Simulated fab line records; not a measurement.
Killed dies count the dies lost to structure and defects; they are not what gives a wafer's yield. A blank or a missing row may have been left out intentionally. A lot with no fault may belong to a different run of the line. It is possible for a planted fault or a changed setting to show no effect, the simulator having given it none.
fab line records -- flow n5-finfet
[record] lots = 10, wafers = 27, last-day = 19
route steps=1938 shown BEOL_M12@1643 BEOL_M13@1671 PASSIVATION@1936
lots that met no fault: from a run of the same line without faults
start-h: hours from the record's first day to the start of the lot's first wafer shown -- wait-h: hours elapsed since this lot's preceding step -- " repeats the value in the row above -- L1.1+2: one row covering several wafers at once -- - value missing, or start not given -- * or withheld: withheld -- < > ~ a bound
route shown NAME@n: names a module that has steps shown in the file, with the first one's number in the route -- usual: mean/standard deviation taken from wafers without a fault -- same: alike in all rows -- chamber/n: place in a boat -- sites: the reading at each site -- _std_site: how widely they spread, as a standard deviation -- _edge_site: the outer-site mean with the inner-site mean subtracted -- radius-mm: how far each site lies from the wafer's centre -- mask NAME#n: copy n -- behind: the tool/chamber that last shaped the wafer -- hold: why the lot was held/for how many hours/how that ended -- device: which transistor (n, p or np) failed to switch -- end of line: the tests these same wafers got at the end of their route -- where a step has no rows: the recipe by itself -- killed: the dies lost at the first sort to structure and to defects; this is not the yield of the wafer -- map: a wafer's dies, marking killed ones x, the rest . and places with no die _
set.NAME: the run value of the setting; set.NAME@STEP: its run value at that earlier step -- model.NAME: the simulator's own value behind a step, which no gauge read
route steps across a sampled set of lots; one table per step, one row per wafer
services: from which hour (start-h, from the record's first day; less than 0 if before it) a tool's chamber was out of use, for how many hours, and why
[[steps]]
[step N5_BEOL_M12_ETCH_38]
[recipe] chemistry = CF4/N2, target = SiCN, target-depth-a = 687, taper-deg = 2, time-s = 73.4, ion-energy-ev = 150, mask-material = SiO2, pressure-mtorr = 40, source-w = 430, bias-w = 70, Ar_flow_sccm = 100, cf4-flow-sccm = 60, n2-flow-sccm = 60
[usual] cf4-flow-sccm = 60.00/0.2, drypump-motor-current-A = 5.6/0.42, oes-product-au = 0.81/0.059, rf-vpp-V = 382.4/2.3, showerhead-plenum-p-Torr = 2.22/0.083, throttle-valve-pct = 15.40/0.18
lot.wafer,tool,chamber,start-h,wait-h,cf4-flow-sccm,drypump-motor-current-A,oes-product-au,rf-hours-counter-h,rf-vpp-V,showerhead-plenum-p-Torr,throttle-valve-pct
L368.2,rie-diel-03,1,261.12,-,60.18,5.3,0.87,62,384.6,2.33,15.06
L368.3,rie-diel-03,0,261.12,-,60.03,5.3,0.74,158,381.8,2.12,15.51
L368.5,rie-diel-03,3,261.12,-,60.20,5.5,0.75,-,384.8,2.31,15.32
L371.1,rie-diel-01,0,286.57,-,60.13,5.5,0.83,52,380.0,2.16,15.34
L371.5,rie-diel-01,3,286.57,-,60.05,5.0,0.85,-,382.5,2.23,15.26
L373.1,rie-diel-04,0,294.53,-,59.78,5.1,0.87,25,380.7,2.16,15.36
L373.4,rie-diel-04,1,294.53,-,59.82,6.5,0.82,86,380.8,2.15,15.72
L373.6,rie-diel-04,0,294.53,-,59.92,5.1,0.89,-,382.0,2.16,15.36
L376.2,rie-diel-03,3,314.82,-,59.92,5.5,0.73,130,385.7,2.30,15.37
L376.4,rie-diel-03,2,314.82,-,60.18,5.6,0.73,166,379.6,2.11,15.61
L376.5,rie-diel-03,1,314.82,-,60.02,5.4,0.84,-,386.6,2.32,15.10
L378.1,rie-diel-03,3,329.49,-,60.21,5.5,0.74,135,385.4,2.30,15.38
L378.6,rie-diel-03,0,329.49,-,60.07,5.3,0.73,-,380.6,2.12,15.55
L380.1,rie-diel-04,0,345.94,-,60.12,5.1,0.85,42,381.2,2.16,15.38
L380.2,rie-diel-04,2,345.94,-,59.81,5.4,0.75,139,382.7,2.21,15.21
L380.4,rie-diel-04,3,345.94,-,60.07,5.9,0.84,64,385.9,2.32,15.48
L382.4,rie-diel-03,3,356.27,-,60.13,5.4,0.73,144,383.2,2.30,15.39
L382.5,rie-diel-03,0,356.27,-,59.85,5.3,0.72,-,378.5,2.11,15.58
L386.4,rie-diel-01,2,390.98,-,59.98,5.9,0.87,-,386.4,2.33,15.36
L386.5,rie-diel-01,1,390.98,-,60.18,5.2,0.81,-,381.3,2.24,15.34
L386.6,rie-diel-01,0,390.98,-,60.22,5.5,0.79,-,381.1,2.14,15.41
L389.1,rie-diel-01,0,392.21,-,59.70,5.5,0.78,92,378.1,2.14,15.44
L389.3,rie-diel-01,2,392.21,-,59.82,6.0,0.87,58,385.9,2.33,15.34
L389.5,rie-diel-01,2,392.21,-,59.95,6.0,0.85,-,385.7,2.33,15.37
L391.1,rie-diel-03,1,431.00,-,59.68,5.3,0.80,122,384.9,2.30,15.17
L391.3,rie-diel-03,0,431.00,-,59.98,5.3,0.70,217,379.1,2.10,15.63
L391.5,rie-diel-03,0,431.00,-,60.17,5.3,0.69,-,379.5,2.10,15.62
[step N5_BEOL_M12_PRE_CLEAN_42]
[recipe] gas = H2/He, time-s = 30, temp-c = 250
[usual] heater-power-w = 326/29
lot.wafer,tool,chamber,start-h,wait-h,heater-power-w
L368.2,pvd-sputter-02,-,261.90,0.0,370
L368.3,pvd-sputter-02,-,261.90,0.0,310
L368.5,pvd-sputter-02,-,261.90,0.0,313
L371.1,pvd-sputter-03,-,288.37,0.0,344
L371.5,pvd-sputter-03,-,288.37,0.0,293
L373.1,pvd-sputter-01,-,295.19,0.0,281
L373.4,pvd-sputter-01,-,295.19,0.0,330
L373.6,pvd-sputter-01,-,295.19,0.0,332
L376.2,pvd-sputter-03,-,315.33,0.0,351
L376.4,pvd-sputter-03,-,315.33,0.0,315
L376.5,pvd-sputter-03,-,315.33,0.0,351
L378.1,pvd-sputter-01,-,330.58,0.0,351
L378.6,pvd-sputter-01,-,330.58,0.0,298
L380.1,pvd-sputter-01,-,346.79,0.0,304
L380.2,pvd-sputter-01,-,346.79,0.0,274
L380.4,pvd-sputter-01,-,346.79,0.0,330
L382.4,pvd-sputter-01,-,356.61,0.0,343
L382.5,pvd-sputter-01,-,356.61,0.0,334
L386.4,pvd-sputter-02,-,391.63,0.0,316
L386.5,pvd-sputter-02,-,391.63,0.0,349
L386.6,pvd-sputter-02,-,391.63,0.0,386
L389.1,pvd-sputter-01,-,392.93,0.0,302
L389.3,pvd-sputter-01,-,392.93,0.0,276
L389.5,pvd-sputter-01,-,392.93,0.0,298
L391.1,pvd-sputter-01,-,431.27,0.0,342
L391.3,pvd-sputter-01,-,431.27,0.0,305
L391.5,pvd-sputter-01,-,431.27,0.0,283
[step N5_BEOL_M13_INSPECT_12]
[recipe] mode = adi, inspect-instrument = macro
[usual] raw-defect-count = 2.2/1.4
lot.wafer,tool,chamber,start-h,wait-h,raw-defect-count
L368.2,defect-inspect-01,-,263.67,0.0,2
L368.3,defect-inspect-01,-,263.67,0.0,2
L368.5,defect-inspect-01,-,263.67,0.0,3
L371.1,defect-inspect-02,-,290.25,0.0,2
L371.5,defect-inspect-02,-,290.25,0.0,4
L373.1,defect-inspect-01,-,297.54,0.0,2
L373.4,defect-inspect-01,-,297.54,0.0,0
L373.6,defect-inspect-01,-,297.54,0.0,1
L376.2,defect-inspect-02,-,317.46,0.0,1
L376.4,defect-inspect-02,-,317.46,0.0,2
L376.5,defect-inspect-02,-,317.46,0.0,0
L378.1,defect-inspect-01,-,332.61,0.0,2
L378.6,defect-inspect-01,-,332.61,0.0,2
L380.1,defect-inspect-02,-,348.54,0.0,3
L380.2,defect-inspect-02,-,348.54,0.0,2
L380.4,defect-inspect-02,-,348.54,0.0,4
L382.4,defect-inspect-01,-,358.36,0.0,3
L382.5,defect-inspect-01,-,358.36,0.0,2
L386.4,defect-inspect-02,-,393.99,0.0,1
L386.5,defect-inspect-02,-,393.99,0.0,3
L386.6,defect-inspect-02,-,393.99,0.0,3
L389.1,defect-inspect-01,-,394.91,0.0,5
L389.3,defect-inspect-01,-,394.91,0.0,1
L389.5,defect-inspect-01,-,394.91,0.0,1
L391.1,defect-inspect-01,-,433.22,0.0,2
L391.3,defect-inspect-01,-,433.22,0.0,2
L391.5,defect-inspect-01,-,433.22,0.0,1
[step N5_BEOL_M13_ETCH_59]
[recipe] chemistry = N2/H2, target = BARC, target-depth-a = 890, overetch-a = 267, time-s = 67.9, ion-energy-ev = 200, pressure-mtorr = 30, source-w = 840, bias-w = 150, n2-flow-sccm = 200, h2-flow-sccm = 200
[usual] drypump-motor-current-A = 5.6/0.38, oes-product-au = 0.67/0.067, rf-vpp-V = 523.2/1.9, showerhead-plenum-p-Torr = 2.52/0.062, throttle-valve-pct = 17.87/0.23
lot.wafer,tool,chamber,start-h,wait-h,drypump-motor-current-A,oes-product-au,rf-hours-counter-h,rf-vpp-V,showerhead-plenum-p-Torr,throttle-valve-pct
L368.2,rie-diel-02,0,263.73,0.0,5.1,0.60,208,525.6,2.61,18.21
L368.3,rie-diel-02,3,263.73,0.0,5.6,0.76,22,523.0,2.50,17.77
L368.5,rie-diel-02,1,263.73,0.0,5.6,0.70,-,520.2,2.48,17.94
L371.1,rie-diel-06,3,290.32,0.0,5.6,0.61,213,527.1,2.62,18.04
L371.5,rie-diel-06,3,290.32,0.0,5.6,0.61,-,525.7,2.62,18.03
L373.1,rie-diel-02,0,297.70,0.0,5.1,0.59,216,525.6,2.60,18.23
L373.4,rie-diel-02,1,297.70,0.0,5.6,0.69,82,520.9,2.48,17.97
L373.6,rie-diel-02,0,297.70,0.0,5.1,0.60,-,525.9,2.60,18.20
L376.2,rie-diel-02,3,317.92,0.0,5.6,0.73,38,524.2,2.49,17.81
L376.4,rie-diel-02,2,317.92,0.0,6.1,0.62,199,524.5,2.53,17.87
L376.5,rie-diel-02,1,317.92,0.0,5.6,0.68,-,522.8,2.48,17.98
L378.1,rie-diel-02,2,333.01,0.0,6.1,0.57,204,522.6,2.52,17.88
L378.6,rie-diel-02,2,333.01,0.0,6.0,0.62,-,522.7,2.52,17.88
L380.1,rie-diel-02,0,348.65,0.0,5.1,0.52,233,525.6,2.60,18.23
L380.2,rie-diel-02,2,348.65,0.0,6.1,0.61,209,521.9,2.52,17.89
L380.4,rie-diel-02,1,348.65,0.0,5.7,0.68,96,521.9,2.47,17.99
L382.4,rie-diel-02,3,358.46,0.0,5.6,0.72,-,520.4,2.49,17.84
L382.5,rie-diel-02,2,358.46,0.0,6.0,0.56,-,523.3,2.52,17.90
L386.4,rie-diel-05,1,394.06,0.0,5.6,0.79,13,525.5,2.60,17.58
L386.5,rie-diel-05,1,394.06,0.0,5.6,0.79,-,525.8,2.60,17.58
L386.6,rie-diel-05,2,394.06,0.0,6.2,0.67,-,525.3,2.58,17.72
L389.1,rie-diel-05,3,394.98,0.0,5.0,0.75,44,521.0,2.47,17.85
L389.3,rie-diel-05,2,394.98,0.0,6.2,0.66,120,524.0,2.58,17.74
L389.5,rie-diel-05,3,394.98,0.0,5.1,0.75,-,522.2,2.47,17.87
L391.1,rie-diel-02,2,433.29,0.0,6.1,0.60,237,522.8,2.51,17.96
L391.3,rie-diel-02,3,433.29,0.0,5.6,0.69,76,521.9,2.48,17.87
L391.5,rie-diel-02,2,433.29,0.0,6.1,0.60,-,522.3,2.51,17.95
[step N5_BEOL_M13_STRIP_63]
[recipe] chemistry = N2/H2, power-w = 1000, temp-c = 250, h2-frac = 0.65, overash-fraction = 0.3, pressure-mtorr = 1000, n2-flow-sccm = 1750, h2-flow-sccm = 3250
[usual] drypump-motor-current-A = 5.2/0.42, heater-power-w = 313/12, oes-product-au = 0.674/0.0045, strip-time-to-endpoint-s = 27.6/1.2, temp-c = 250.00/0.17
lot.wafer,tool,chamber,start-h,wait-h,drypump-motor-current-A,heater-power-w,oes-product-au,rf-hours-counter-h,strip-time-to-endpoint-s,temp-c
L368.2,plasma-asher-02,0,264.02,-,5.2,325,0.680,130,28.8,249.78
L368.3,plasma-asher-02,0,264.02,-,5.2,318,0.675,-,28.3,249.94
L368.5,plasma-asher-02,1,264.02,-,4.7,299,0.671,-,28.1,249.83
L371.1,plasma-asher-02,1,290.60,-,4.7,299,0.680,134,29.8,250.18
L371.5,plasma-asher-02,1,290.60,-,4.7,296,0.670,-,26.6,250.14
L373.1,plasma-asher-02,0,297.99,-,5.3,314,0.675,136,25.6,250.00
L373.4,plasma-asher-02,1,297.99,-,4.7,298,0.669,-,25.6,250.26
L373.6,plasma-asher-02,0,297.99,-,5.2,322,0.675,-,27.0,249.88
L376.2,plasma-asher-02,1,318.21,-,4.7,298,0.671,140,27.0,249.70
L376.4,plasma-asher-02,1,318.21,-,4.7,293,0.662,-,25.5,250.03
L376.5,plasma-asher-02,1,318.21,-,4.7,294,0.674,-,28.5,250.11
L378.1,plasma-asher-02,0,333.30,-,5.2,318,0.679,144,36.4,249.98
L378.6,plasma-asher-02,1,333.30,-,4.7,292,0.670,-,27.3,250.34
L380.1,plasma-asher-01,1,348.95,-,5.9,315,0.671,85,35.2,250.01
L380.2,plasma-asher-01,0,348.95,-,5.2,320,0.685,85,28.5,250.05
L380.4,plasma-asher-01,1,348.95,-,5.9,308,0.671,-,30.2,249.94
L382.4,plasma-asher-02,0,358.74,-,5.2,314,0.678,-,26.4,249.94
L382.5,plasma-asher-02,0,358.74,-,5.2,314,0.682,-,32.7,250.08
L386.4,plasma-asher-01,0,394.36,-,5.2,331,0.676,-,26.6,250.33
L386.5,plasma-asher-01,0,394.36,-,5.2,331,0.671,-,25.8,250.20
L386.6,plasma-asher-01,1,394.36,-,5.9,320,0.672,-,27.5,250.01
L389.1,plasma-asher-01,0,395.27,-,5.2,331,0.676,94,28.0,250.00
L389.3,plasma-asher-01,0,395.27,-,5.2,327,0.671,-,26.1,250.27
L389.5,plasma-asher-01,1,395.27,-,5.9,315,0.673,-,27.7,250.39
L391.1,plasma-asher-01,0,433.58,-,5.2,330,0.671,100,28.6,249.88
L391.3,plasma-asher-01,0,433.58,-,5.2,331,0.671,-,26.9,249.93
L391.5,plasma-asher-01,0,433.58,-,5.2,327,0.675,-,25.9,249.88
[step N5_BEOL_M13_CD_MEAS_17]
[recipe] target-cd-nm = 190, polarity = opening
[usual] cd-nm = 190.2/1.6
lot.wafer,tool,chamber,start-h,wait-h,cd-nm
L368.2,cd-sem-02,-,264.23,0.0,188.7
L368.3,cd-sem-02,-,264.23,0.0,192.1
L368.5,cd-sem-02,-,264.23,0.0,190.8
L371.1,cd-sem-01,-,290.81,0.0,191.5
L371.5,cd-sem-01,-,290.81,0.0,191.2
L373.1,cd-sem-01,-,298.19,0.0,190.6
L373.4,cd-sem-01,-,298.19,0.0,192.9
L373.6,cd-sem-01,-,298.19,0.0,189.0
L376.2,cd-sem-01,-,318.42,0.0,191.8
L376.4,cd-sem-01,-,318.42,0.0,191.2
L376.5,cd-sem-01,-,318.42,0.0,190.8
L378.1,cd-sem-01,-,333.51,0.0,185.7
L378.6,cd-sem-01,-,333.51,0.0,188.9
L380.1,cd-sem-01,-,349.16,0.0,184.4
L380.2,cd-sem-01,-,349.16,0.0,186.5
L380.4,cd-sem-01,-,349.16,0.0,188.4
L382.4,cd-sem-01,-,358.93,0.0,189.7
L382.5,cd-sem-01,-,358.93,0.0,183.5
L386.4,cd-sem-02,-,394.56,0.0,188.3
L386.5,cd-sem-02,-,394.56,0.0,190.3
L386.6,cd-sem-02,-,394.56,0.0,190.2
L389.1,cd-sem-02,-,395.48,0.0,189.0
L389.3,cd-sem-02,-,395.48,0.0,191.5
L389.5,cd-sem-02,-,395.48,0.0,188.9
L391.1,cd-sem-02,-,433.78,0.0,193.6
L391.3,cd-sem-02,-,433.78,0.0,194.0
L391.5,cd-sem-02,-,433.78,0.0,192.1
[step N5_PASSIVATION_PROBE_49]
[usual] defect-limited-yield = 91.0/1.5, killed_at_M0_to_M3 = 35/11, killed_at_M4_up = 13/5, killed-at-contacts = 12/5.9, killed-at-front-end = 42/13, killed-at-other = 3/3.2, killed-dies = 106/18, killed-open = 69/13, killed-short = 35/8.9, sort_bin_5_function = 5.2/0.95, sort_bin_6_memory = 3.3/0.71, sort-n-pass = 1074/18, sort-yield-pct = 91.0/1.5
[same] gross-dies = 1180, killed-at-back-side = 0, sort_bin_4_leakage[%] = 0, sort_bin_8_speed[%] = 0
lot.wafer,tool,chamber,start-h,wait-h,defect-limited-yield[%],killed_at_M0_to_M3,killed_at_M4_up,killed-at-contacts,killed-at-front-end,killed-at-other,killed-dies,killed-open,killed-short,sort_bin_5_function[%],sort_bin_6_memory[%],sort-n-pass,sort-yield-pct[%]
L380.1,prober-02,-,377.11,0.1,91.4,26,22,10,38,6,102,68,32,5.2,3.4,1078,91.4
// killed by level:class
L380.1 STI_FIN_REVEAL:geometric-particle:open=13 MOL_CONTACT_COAG:geometric-particle:open=10 BEOL_M0_SAQP:geometric-particle:open=8 BEOL_M0_SAQP:geometric-particle:short=7 FIN_SAQP:geometric-particle:short=5 FIN_SAQP:geometric-particle:open=5 GATE_CUT:geometric-particle:short=5 BEOL_M3:geometric-particle:open=4
[[services]]
tool,chamber,start-h,hours,kind
rie-diel-01,-,238.21,2.8,pm
rie-diel-01,2,246.55,8.5,repair
rie-diel-02,-,257.56,0.3,repair
rie-diel-05,2,260.27,5.0,repair
pvd-sputter-01,-,264.67,2.1,repair
rie-diel-02,0,271.01,5.8,repair
rie-diel-01,1,287.24,4.2,repair
rie-diel-06,-,295.07,0.1,repair
rie-diel-03,3,307.29,5.7,repair
plasma-asher-01,-,316.02,11.0,repair
rie-diel-05,3,319.91,10.7,repair
rie-diel-04,2,323.48,19.8,repair
rie-diel-02,1,328.63,4.6,repair
rie-diel-02,0,358.37,6.8,repair
rie-diel-05,-,361.43,1.6,repair
rie-diel-03,1,365.16,4.2,repair
rie-diel-01,-,366.85,0.9,repair
rie-diel-02,-,370.37,2.8,pm
rie-diel-03,2,375.72,4.9,repair
rie-diel-04,-,381.01,2.8,pm
plasma-asher-01,-,385.55,2.8,pm
plasma-asher-02,-,391.43,6.7,repair
rie-diel-06,1,410.30,9.1,repair
rie-diel-02,0,413.90,-,clean
[[key]]
[first-sign] step = N5_BEOL_M13_STRIP_63, reading = strip-time-to-endpoint-s, direction = up, sigmas = 5.9, usual = *, struck = *
[effect] step = N5_BEOL_M13_CD_MEAS_17, reading = cd-nm, direction = down, sigmas = 3.6, usual = 190.2, struck = 184.6
met-at N5_BEOL_M13_ETCH_59
struck-lots L378,L380,L382
struck-wafers L378.1,L380.1,L382.5
not-acting-at N5_BEOL_M12_ETCH_38,N5_BEOL_M12_PRE_CLEAN_42,N5_BEOL_M13_INSPECT_12
onset-between 317.92 333.01
[fault] kind = process-parameter-drift, tool = rie-diel-02, chamber = -, onset-h = 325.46, steps = N5_BEOL_M13_ETCH_59, channel = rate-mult, offset = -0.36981, shape = step, end-h = 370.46, scope = struck-wafers-only
